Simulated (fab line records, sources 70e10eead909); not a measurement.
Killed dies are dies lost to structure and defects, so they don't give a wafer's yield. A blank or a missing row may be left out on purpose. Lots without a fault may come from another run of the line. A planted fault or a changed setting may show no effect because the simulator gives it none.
One fault seen from 2 desks | flow nand_harc | each desk has only its own numbers; what lay behind them comes last

THE METROLOGY DESK
What the gauges read, lot by lot, whatever tool the lot ran on: means of the sampled wafers that have a number. A lot is out of limits, marked OUT, if its mean lies more than 4 standard deviations from the usual mean; the brackets give that distance. Of its 8 readings 7 are shown: those that lie furthest out on some lot.
Columns: A = cd_nm at NHARC_P_M1_CD_MEAS_09, usual 130.0 nm; B = overlay_x_nm at NHARC_P_M1_OVL_MEAS_10, usual -0.2 nm; C = overlay_y_nm at NHARC_P_M1_OVL_MEAS_10, usual 0.1 nm; D = thk_nm at NHARC_P_M1_THK_MEAS_24, usual 157.8 nm; E = cd_nm at NHARC_P_M2_CD_MEAS_09, usual 170.2 nm; F = overlay_x_nm at NHARC_P_M2_OVL_MEAS_10, usual 0.2 nm; G = overlay_y_nm at NHARC_P_M2_OVL_MEAS_10, usual -0.1 nm
lot  | first seen here | A     | B    | C    | D     | E     | F    | G
L712 | day 6 07:58     | 129.4 | 0.0  | -0.3 | 155.6 | 170.8 | 1.2  | 0.4
L714 | day 7 04:35     | 129.7 | 1.7  | -0.4 | 157.3 | 170.8 | -0.6 | -0.8
L719 | day 8 00:12     | 129.2 | -1.0 | 0.2  | 157.6 | 170.4 | 0.5  | 0.8
L728 | day 10 04:26    | 129.8 | 0.5  | -0.6 | 157.2 | 170.2 | 0.2  | 0.3
L733 | day 11 13:04    | 130.5 | -1.2 | -0.7 | 158.6 | 169.1 | 0.8  | -1.5
This desk's finding: nothing out of limits on any of the 5 lots.

THE DEFECT DESK
What the inspections along the route counted, lot by lot: means of the sampled wafers that have a number. A lot is out of limits, marked OUT, if its mean lies more than 4 standard deviations from the usual mean; the brackets give that distance.
Columns: A = raw_defect_count at NHARC_P_M1_INSPECT_11, usual 3.5
lot  | first seen here | A
L712 | day 6 08:05     | 1.3
L714 | day 7 04:42     | 5.0
L719 | day 8 00:19     | 2.0
L728 | day 10 04:33    | 3.3
L733 | day 11 13:11    | 2.7
This desk's finding: nothing out of limits on any of the 5 lots.

PUT TOGETHER
The metrology desk saw nothing out of limits.
The defect desk saw nothing out of limits.

WHAT THE SIMULATOR HAD PUT IN
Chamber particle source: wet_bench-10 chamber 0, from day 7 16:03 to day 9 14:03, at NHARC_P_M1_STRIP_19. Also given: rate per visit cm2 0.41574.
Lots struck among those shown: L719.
